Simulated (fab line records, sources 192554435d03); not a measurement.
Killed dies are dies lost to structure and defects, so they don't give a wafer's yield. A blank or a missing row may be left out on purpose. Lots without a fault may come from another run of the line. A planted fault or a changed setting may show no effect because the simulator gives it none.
Chamber matching | flow n5_finfet | N5_FIN_SAQP_HM_OPEN_73 on rie_diel-02: 4 sister chambers
The step chemistry CHF3/O2, target SiO2, stops on a-Si, target depth 12 nm, time 16.8 s. 4 wafers are shown with their chamber, then 12 later ones without.

WAFERS WITH THEIR CHAMBER
wafer  | chamber | drypump_motor_current_A (A)
L091.4 | 0       | 5.7
L092.2 | 1       | 4.9
L092.5 | 3       | 5.4
L092.6 | 2       | 5.9

WAFERS WITHOUT THEIR CHAMBER
wafer  | drypump_motor_current_A (A)
L093.1 | 5.7
L093.2 | 5.0
L093.3 | 5.4
L094.4 | 5.7
L094.5 | 5.7
L094.6 | 5.4
L095.2 | 5.9
L095.4 | 5.0
L095.5 | 5.9
L096.1 | 5.9
L096.2 | 5.4
L096.4 | 4.9

WHICH CHAMBER EACH WENT THROUGH
wafer  | from the rows above | in truth
L093.1 | 0                   | 0
L093.2 | 1                   | 1
L093.3 | 3                   | 3
L094.4 | 0                   | 0
L094.5 | 0                   | 0
L094.6 | 3                   | 3
L095.2 | 2                   | 2
L095.4 | 1                   | 1
L095.5 | 2                   | 2
L096.1 | 2                   | 2
L096.2 | 3                   | 3
L096.4 | 1                   | 1
Placed correctly: 12 of 12. Can't be placed from these rows: 0. Placed wrongly: 0.
How it was worked out, from the rows above alone: a wafer's distance from a chamber is the root of the sum, over the readings, of the square of ((its reading less the chamber's mean) divided by the reading's scatter). The wafer belongs to the nearest chamber; if the next one is less than 2 further off, it can't be placed. A chamber's mean is the mean of its shown wafers. The scatter: with one shown wafer a chamber, the root of the mean of the squares of how far each hidden wafer lies from its nearest shown one.
